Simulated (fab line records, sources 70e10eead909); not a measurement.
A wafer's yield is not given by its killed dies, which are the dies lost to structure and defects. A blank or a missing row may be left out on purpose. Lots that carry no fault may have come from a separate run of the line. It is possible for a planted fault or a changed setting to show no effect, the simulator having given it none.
The tool behind it: which one? / flow nand-harc / Sampling: 14 lots, 42 wafers, 5 of 1302 route steps

== WHAT THE GAUGES READ, wafer by wafer ==
NHARC_P_CONTACT_CD_MEAS_12 targets a cd of 90 nm. Usual: cd-nm at 90.0 nm, with a standard deviation of 0.53.
lot=L258; measured=day 6 02:33; on=cd-sem-03; cd-nm (nm)=89.3 89.5 89.2; flag=
lot=L259; measured=day 6 09:52; on=cd-sem-01; cd-nm (nm)=90.5 90.2 90.3; flag=
lot=L261; measured=day 7 08:06; on=cd-sem-03; cd-nm (nm)=90.2 90.1 90.1; flag=
lot=L269; measured=day 10 12:07; on=cd-sem-01; cd-nm (nm)=89.5 90.2 89.6; flag=
lot=L272; measured=day 11 23:13; on=cd-sem-02; cd-nm (nm)=90.7 90.8 91.1; flag=
lot=L273; measured=day 12 00:01; on=cd-sem-02; cd-nm (nm)=89.4 89.8 90.1; flag=
lot=L275; measured=day 12 22:33; on=cd-sem-01; cd-nm (nm)=90.3 89.9 90.1; flag=
lot=L276; measured=day 13 15:23; on=cd-sem-02; cd-nm (nm)=90.7 90.1 90.5; flag=
lot=L277; measured=day 13 20:53; on=cd-sem-02; cd-nm (nm)=89.4 90.1 90.1; flag=
lot=L278; measured=day 14 03:49; on=cd-sem-01; cd-nm (nm)=90.4 90.5 90.9; flag=
lot=L280; measured=day 15 03:52; on=cd-sem-01; cd-nm (nm)=88.7 89.3 89.6; flag=
lot=L281; measured=day 15 14:50; on=cd-sem-01; cd-nm (nm)=90.2 90.3 90.8; flag=

NHARC_P_CONTACT_OVL_MEAS_13. Usual: overlay-x-nm 0.0 nm, standard deviation 0.98; overlay-y-nm -0.2 nm, standard deviation 0.77.
lot=L258; measured=day 6 02:38; on=overlay-02; overlay-x-nm (nm)=-1.1 -1.2 -1.0; overlay-y-nm (nm)=0.2 0.3 0.2; flag=
lot=L259; measured=day 6 09:56; on=overlay-02; overlay-x-nm (nm)=1.0 0.6 0.7; overlay-y-nm (nm)=-0.3 -0.6 -0.6; flag=
lot=L261; measured=day 7 08:11; on=overlay-02; overlay-x-nm (nm)=0.9 1.4 1.2; overlay-y-nm (nm)=0.8 1.1 0.9; flag=
lot=L269; measured=day 10 12:12; on=overlay-02; overlay-x-nm (nm)=-0.2 0.2 -0.2; overlay-y-nm (nm)=-1.0 -1.2 -0.6; flag=
lot=L272; measured=day 11 23:18; on=overlay-02; overlay-x-nm (nm)=-0.5 -1.1 -1.4; overlay-y-nm (nm)=-2.4 -2.6 -1.9; flag=
lot=L273; measured=day 12 00:07; on=overlay-01; overlay-x-nm (nm)=2.0 1.9 1.8; overlay-y-nm (nm)=0.4 0.1 0.2; flag=
lot=L275; measured=day 12 22:38; on=overlay-02; overlay-x-nm (nm)=1.1 0.8 0.7; overlay-y-nm (nm)=-0.4 -0.1 0.4; flag=
lot=L276; measured=day 13 15:28; on=overlay-01; overlay-x-nm (nm)=0.1 -0.5 -0.3; overlay-y-nm (nm)=0.0 0.5 0.3; flag=
lot=L277; measured=day 13 20:59; on=overlay-01; overlay-x-nm (nm)=-0.6 -0.9 -0.6; overlay-y-nm (nm)=-0.5 -0.1 -0.2; flag=
lot=L278; measured=day 14 03:55; on=overlay-02; overlay-x-nm (nm)=-1.0 -1.4 -1.5; overlay-y-nm (nm)=0.1 0.6 -0.1; flag=
lot=L280; measured=day 15 03:56; on=overlay-01; overlay-x-nm (nm)=-0.5 -0.9 -1.3; overlay-y-nm (nm)=0.0 0.0 0.0; flag=
lot=L281; measured=day 15 14:55; on=overlay-01; overlay-x-nm (nm)=0.9 0.6 0.6; overlay-y-nm (nm)=0.7 0.6 0.7; flag=

NHARC_END_SORT_01. Usual: defect-limited-yield 90 %, standard deviation 3.3; killed-at-array 61, standard deviation 22; killed-at-other 0.8, standard deviation 1; killed-at-periphery 3.8, standard deviation 2.3; killed-dies 66, standard deviation 22; killed-open 3.2, standard deviation 1.9; killed-short 2.8, standard deviation 1.8.
lot=L258; measured=day 25 06:49; on=prober-01; defect-limited-yield (%)=96 96 97; killed-at-array=23 22 20; killed-at-other=1 0 1; killed-at-periphery=3 2 1; killed-dies=27 24 22; killed-open=4 1 2; killed-short=6 5 2; flag=
lot=L259; measured=day 25 14:39; on=prober-01; defect-limited-yield (%)=94 93 91; killed-at-array=40 44 57; killed-at-other=0 1 1; killed-at-periphery=3 3 6; killed-dies=43 48 64; killed-open=3 3 6; killed-short=3 0 2; flag=
lot=L261; measured=day 25 06:53; on=prober-02; defect-limited-yield (%)=86 89 86; killed-at-array=93 70 87; killed-at-other=0 0 0; killed-at-periphery=4 5 6; killed-dies=97 75 93; killed-open=3 1 3; killed-short=1 2 1; flag=
lot=L269; measured=day 28 22:57; on=prober-01; defect-limited-yield (%)=86 86 86; killed-at-array=86 90 91; killed-at-other=1 0 0; killed-at-periphery=9 6 5; killed-dies=96 96 96; killed-open=2 3 4; killed-short=1 5 2; flag=
lot=L272; measured=day 30 08:08; on=prober-02; defect-limited-yield (%)=92 90 94; killed-at-array=48 64 32; killed-at-other=2 0 3; killed-at-periphery=6 2 4; killed-dies=56 66 39; killed-open=1 5 6; killed-short=2 1 2; flag=
lot=L273; measured=day 30 00:23; on=prober-01; defect-limited-yield (%)=90 93 90; killed-at-array=54 41 57; killed-at-other=2 1 1; killed-at-periphery=10 7 8; killed-dies=66 49 66; killed-open=2 1 3; killed-short=4 1 0; flag=
lot=L275; measured=day 31 22:39; on=prober-01; defect-limited-yield (%)=89 87 86; killed-at-array=70 87 94; killed-at-other=3 0 2; killed-at-periphery=3 2 2; killed-dies=76 89 98; killed-open=1 3 3; killed-short=3 2 0; flag=
lot=L276; measured=day 31 22:36; on=prober-02; defect-limited-yield (%)=96 94 95; killed-at-array=28 28 28; killed-at-other=0 4 0; killed-at-periphery=2 7 3; killed-dies=30 39 31; killed-open=1 3 3; killed-short=1 1 3; flag=
lot=L277; measured=day 32 06:20; on=prober-02; defect-limited-yield (%)=90 87 91; killed-at-array=66 82 58; killed-at-other=0 1 0; killed-at-periphery=2 2 5; killed-dies=68 85 63; killed-open=4 4 1; killed-short=1 5 2; flag=
lot=L278; measured=day 32 08:25; on=prober-01; defect-limited-yield (%)=90 94 91; killed-at-array=64 38 53; killed-at-other=1 1 0; killed-at-periphery=2 3 5; killed-dies=67 42 58; killed-open=3 3 2; killed-short=3 0 1; flag=
lot=L280; measured=day 34 07:32; on=prober-02; defect-limited-yield (%)=93 93 93; killed-at-array=49 42 44; killed-at-other=0 0 1; killed-at-periphery=1 6 1; killed-dies=50 48 46; killed-open=3 6 2; killed-short=4 2 4; flag=
lot=L281; measured=day 34 06:43; on=prober-01; defect-limited-yield (%)=94 92 93; killed-at-array=37 40 42; killed-at-other=1 3 1; killed-at-periphery=4 8 5; killed-dies=42 51 48; killed-open=5 5 4; killed-short=5 7 4; flag=

== WHICH TOOL RAN EACH LOT (tool, then ch and the chambers of the sampled wafers, then the start) ==
lot=L258; NHARC_P_GATE_STRIP_112=plasma-asher-01 ch 0,1, day 5 20:43; NHARC_P_CONTACT_CMP_01=cmp-03 ch 1,3, day 6 01:44
lot=L259; NHARC_P_GATE_STRIP_112=plasma-asher-02 ch 1, day 6 04:11; NHARC_P_CONTACT_CMP_01=cmp-04 ch 2,3, day 6 09:10
lot=L261; NHARC_P_GATE_STRIP_112=plasma-asher-01 ch 0,1, day 7 02:15; NHARC_P_CONTACT_CMP_01=cmp-01 ch 0,1,3, day 7 07:19
lot=L262; NHARC_P_GATE_STRIP_112=plasma-asher-01 ch 0,1, day 7 16:30; NHARC_P_CONTACT_CMP_01=cmp-01 ch 1,2, day 7 21:29
lot=L263; NHARC_P_GATE_STRIP_112=plasma-asher-02 ch 0,1, day 7 16:56; NHARC_P_CONTACT_CMP_01=cmp-04 ch 1,2, day 7 22:10
lot=L269; NHARC_P_GATE_STRIP_112=plasma-asher-01 ch 0,1, day 10 06:11; NHARC_P_CONTACT_CMP_01=cmp-03 ch 2,3, day 10 11:19
lot=L272; NHARC_P_GATE_STRIP_112=plasma-asher-01 ch 0,1, day 11 17:37; NHARC_P_CONTACT_CMP_01=cmp-01 ch 0,2,3, day 11 22:34
lot=L273; NHARC_P_GATE_STRIP_112=plasma-asher-02 ch 0,1, day 11 18:07; NHARC_P_CONTACT_CMP_01=cmp-04 ch 0,2,3, day 11 23:14
lot=L275; NHARC_P_GATE_STRIP_112=plasma-asher-01 ch 0,1, day 12 16:41; NHARC_P_CONTACT_CMP_01=cmp-04 ch 0,2, day 12 21:44
lot=L276; NHARC_P_GATE_STRIP_112=plasma-asher-02 ch 0,1, day 13 09:35; NHARC_P_CONTACT_CMP_01=cmp-01 ch 1,2, day 13 14:35
lot=L277; NHARC_P_GATE_STRIP_112=plasma-asher-02 ch 0,1, day 13 15:01; NHARC_P_CONTACT_CMP_01=cmp-03 ch 1,2, day 13 20:05
lot=L278; NHARC_P_GATE_STRIP_112=plasma-asher-02 ch 0,1, day 13 21:58; NHARC_P_CONTACT_CMP_01=cmp-04 ch 1,2,3, day 14 03:01
lot=L280; NHARC_P_GATE_STRIP_112=plasma-asher-02 ch 0,1, day 14 21:42; NHARC_P_CONTACT_CMP_01=cmp-01 ch 0,1,2, day 15 03:03
lot=L281; NHARC_P_GATE_STRIP_112=plasma-asher-02 ch 0,1, day 15 08:47; NHARC_P_CONTACT_CMP_01=cmp-03 ch 0,2,3, day 15 14:11
- NHARC_P_GATE_STRIP_112: strips in N2/H2, time 200 s.
- NHARC_P_CONTACT_CMP_01: polishes SiO2, target thk 200 nm.

== WHAT THE TOOLS THEMSELVES READ (means of the sampled wafers that have a number; where no wafer has one, the mark that the record gives instead) ==
NHARC_P_GATE_STRIP_112. Usual: drypump-motor-current-A 5.9 A, standard deviation 0.42; heater-power-w 93 W, standard deviation 9.3.
lot=L258; tool=plasma-asher-01; drypump-motor-current-A (A)=6.0; heater-power-w (W)=82; flag=
lot=L259; tool=plasma-asher-02; drypump-motor-current-A (A)=5.7; heater-power-w (W)=91; flag=
lot=L261; tool=plasma-asher-01; drypump-motor-current-A (A)=6.0; heater-power-w (W)=82; flag=
lot=L262; tool=plasma-asher-01; drypump-motor-current-A (A)=5.6; heater-power-w (W)=89; flag=
lot=L263; tool=plasma-asher-02; drypump-motor-current-A (A)=5.9; heater-power-w (W)=95; flag=
lot=L269; tool=plasma-asher-01; drypump-motor-current-A (A)=6.0; heater-power-w (W)=82; flag=
lot=L272; tool=plasma-asher-01; drypump-motor-current-A (A)=6.0; heater-power-w (W)=83; flag=
lot=L273; tool=plasma-asher-02; drypump-motor-current-A (A)=6.0; heater-power-w (W)=100; flag=
lot=L275; tool=plasma-asher-01; drypump-motor-current-A (A)=5.6; heater-power-w (W)=85; flag=
lot=L276; tool=plasma-asher-02; drypump-motor-current-A (A)=6.0; heater-power-w (W)=99; flag=
lot=L277; tool=plasma-asher-02; drypump-motor-current-A (A)=5.9; heater-power-w (W)=96; flag=
lot=L278; tool=plasma-asher-02; drypump-motor-current-A (A)=6.0; heater-power-w (W)=101; flag=
lot=L280; tool=plasma-asher-02; drypump-motor-current-A (A)=5.9; heater-power-w (W)=94; flag=
lot=L281; tool=plasma-asher-02; drypump-motor-current-A (A)=5.9; heater-power-w (W)=94; flag=

NHARC_P_CONTACT_CMP_01. Usual: edge-zone-pressure-frac 1.000, standard deviation 0.0058; motor-current-A 12.0 A, standard deviation 1.3.
lot=L258; tool=cmp-03; edge-zone-pressure-frac=0.998; motor-current-A (A)=12.8; flag=
lot=L259; tool=cmp-04; edge-zone-pressure-frac=1.002; motor-current-A (A)=11.2; flag=
lot=L261; tool=cmp-01; edge-zone-pressure-frac=1.001; motor-current-A (A)=12.0; flag=
lot=L262; tool=cmp-01; edge-zone-pressure-frac=-; motor-current-A (A)=-; flag=OFF
lot=L263; tool=cmp-04; edge-zone-pressure-frac=-; motor-current-A (A)=-; flag=OFF
lot=L269; tool=cmp-03; edge-zone-pressure-frac=1.006; motor-current-A (A)=12.0; flag=
lot=L272; tool=cmp-01; edge-zone-pressure-frac=0.998; motor-current-A (A)=12.8; flag=
lot=L273; tool=cmp-04; edge-zone-pressure-frac=0.999; motor-current-A (A)=11.1; flag=
lot=L275; tool=cmp-04; edge-zone-pressure-frac=1.006; motor-current-A (A)=10.5; flag=
lot=L276; tool=cmp-01; edge-zone-pressure-frac=0.994; motor-current-A (A)=11.1; flag=
lot=L277; tool=cmp-03; edge-zone-pressure-frac=1.007; motor-current-A (A)=13.1; flag=
lot=L278; tool=cmp-04; edge-zone-pressure-frac=0.999; motor-current-A (A)=11.6; flag=
lot=L280; tool=cmp-01; edge-zone-pressure-frac=0.993; motor-current-A (A)=12.8; flag=
lot=L281; tool=cmp-03; edge-zone-pressure-frac=1.000; motor-current-A (A)=12.0; flag=

== THE ANSWER, worked out from the rows above alone ==
Rule: take the mean of a lot's wafers that have a number; if it is more than 3 standard deviations from the usual mean, the lot is off. Also off: a lot with no number at a reading for which 4 or more lots have one. Where the step has rows for the other lots, those lots are counted as sound. Order of review: gauges by route order, followed by the tools' own readings, for which a lot's mean as printed above is used. The first step at which some lot is off is used, and at that step the reading that is off furthest; a lot without a number counts as furthest.
Off: L262, L263 (NHARC_P_CONTACT_CMP_01, edge-zone-pressure-frac). Without a number there: L262, L263.
A tool fits if, at that step or a process step before it, it ran every lot that is off, and no sound lot after the first of them. Of those tried, none fits.

== WHAT HAD BEEN PUT IN BY THE SIMULATOR ==
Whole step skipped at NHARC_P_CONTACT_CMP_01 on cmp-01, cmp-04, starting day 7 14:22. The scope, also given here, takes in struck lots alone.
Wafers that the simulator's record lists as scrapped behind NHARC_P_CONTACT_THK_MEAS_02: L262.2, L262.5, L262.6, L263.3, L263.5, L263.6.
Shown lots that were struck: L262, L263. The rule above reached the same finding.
